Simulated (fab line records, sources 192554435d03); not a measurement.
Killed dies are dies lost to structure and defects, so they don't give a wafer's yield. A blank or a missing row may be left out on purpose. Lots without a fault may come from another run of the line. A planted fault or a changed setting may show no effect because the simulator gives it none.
Which tool did it? | flow n5_finfet | 12 lots, 36 wafers sampled, at 5 steps of a route of 1938

WHAT THE GAUGES READ, wafer by wafer
N5_DUMMY_GATE_CD_MEAS_15: target cd 25.8 nm.
lot  | measured    | on        | cd_nm (nm)
L075 | day 3 03:10 | cd_sem-01 | 24.76 24.69 24.65
L077 | day 3 16:59 | cd_sem-03 | 24.99 24.90 24.87
L079 | day 4 04:09 | cd_sem-03 | 25.07 24.98 25.13
L081 | day 4 16:34 | cd_sem-01 | 25.09 24.61 24.98
L083 | day 5 09:52 | cd_sem-02 | 25.33 24.82 25.36
L085 | day 5 18:48 | cd_sem-03 | 25.32 25.25 24.84
L087 | day 6 05:59 | cd_sem-02 | 25.00 24.86 24.95
L089 | day 6 15:50 | cd_sem-02 | 25.21 25.07 24.79
L091 | day 7 04:41 | cd_sem-03 | 24.90 24.80 25.00
L093 | day 7 14:44 | cd_sem-03 | 25.13 24.63 24.89
L095 | day 8 02:50 | cd_sem-01 | 24.97 24.64 24.94
L097 | day 8 22:13 | cd_sem-02 | 24.44 24.72 25.00

WHICH TOOL RAN EACH LOT (tool, then ch and the chambers of the sampled wafers, then the start)
lot  | N5_FIN_SAQP_DENSIFY_62          | N5_FIN_SAQP_HM_DEP_72          | N5_FIN_SAQP_SPACER1_ALD_24       | N5_STI_FIN_REVEAL_STRIP_24
L075 | rtp_anneal-01 ch 0, day 2 02:59 | pecvd-03 ch 1,2, day 2 03:35   | ald_sin-02 ch 0,1,2, day 2 05:14 | rie_diel-05 ch 1,2,3, day 2 15:34
L077 | rtp_anneal-01 ch 0, day 2 15:32 | pecvd-01 ch 0,1, day 2 16:05   | ald_sin-02 ch 1,2,3, day 2 18:44 | rie_diel-02 ch 1,2,3, day 3 05:22
L079 | rtp_anneal-02 ch 0, day 3 03:03 | pecvd-04 ch 0,2, day 3 03:37   | ald_sin-02 ch 1,2,3, day 3 05:23 | rie_diel-04 ch 0,2, day 3 16:39
L081 | rtp_anneal-02 ch 0, day 3 14:43 | pecvd-03 ch 0,1,2, day 3 15:16 | ald_sin-04 ch 1,2,3, day 3 16:46 | rie_diel-02 ch 0,2,3, day 4 04:07
L083 | rtp_anneal-01 ch 0, day 4 03:29 | pecvd-04 ch 0,2, day 4 03:59   | ald_sin-04 ch 0,2,3, day 4 07:34 | rie_diel-05 ch 0,1,2, day 4 18:08
L085 | rtp_anneal-01 ch 0, day 4 15:35 | pecvd-03 ch 0,1,2, day 4 16:08 | ald_sin-02 ch 0,1,2, day 4 17:38 | rie_diel-05 ch 1,2,3, day 5 07:10
L087 | rtp_anneal-01 ch 0, day 5 04:59 | pecvd-04 ch 0,1, day 5 05:31   | ald_sin-04 ch 0,1,3, day 5 07:12 | rie_diel-05 ch 2,3, day 5 18:02
L089 | rtp_anneal-02 ch 0, day 5 15:41 | pecvd-03 ch 0,1,2, day 5 16:14 | ald_sin-04 ch 0,1,2, day 5 17:52 | rie_diel-02 ch 0,2,3, day 6 04:07
L091 | rtp_anneal-02 ch 0, day 6 03:21 | pecvd-01 ch 0,1,2, day 6 03:54 | ald_sin-04 ch 0,1,3, day 6 05:32 | rie_diel-04 ch 0,1,3, day 6 16:59
L093 | rtp_anneal-01 ch 0, day 6 14:56 | pecvd-04 ch 1,2, day 6 15:29   | ald_sin-02 ch 0,2,3, day 6 17:02 | rie_diel-02 ch 2,3, day 7 03:13
L095 | rtp_anneal-01 ch 0, day 7 02:43 | pecvd-01 ch 0,1,2, day 7 03:11 | ald_sin-02 ch 0,1,2, day 7 05:16 | rie_diel-02 ch 0,1, day 7 15:09
L097 | rtp_anneal-01 ch 0, day 7 15:46 | pecvd-01 ch 0,1, day 7 16:20   | ald_sin-02 ch 1,2,3, day 7 18:16 | rie_diel-05 ch 0,2,3, day 8 04:44
- N5_FIN_SAQP_DENSIFY_62: time 60 s.
- N5_FIN_SAQP_HM_DEP_72: deposits SiO2 from SiH4/N2O, target thk 12 nm, time 7.2 s.
- N5_FIN_SAQP_SPACER1_ALD_24: deposits SiO2, target thk 20.3 nm, pulse time 1 s, purge time 2 s.
- N5_STI_FIN_REVEAL_STRIP_24: strips in N2/H2, time 90 s.

THE ANSWER, worked out from the rows above alone
Rule: what is usual is taken from the lots themselves. Put in order of their means at a reading, lots are off if they are a third of the lots or fewer, leave a main group of 4 or more, and stand apart from it by a gap of 3 or more times the standard deviation of the main group's means; of several such gaps the widest counts. A main group whose means are all the same, to the digits that the tables above print for the reading, isn't used. A lot without any number at a reading at which 4 lots or more have one is off too. The other lots that the step has rows for count as sound.
No lot is off at any reading shown: from this, nothing can be told.

WHAT THE SIMULATOR HAD PUT IN
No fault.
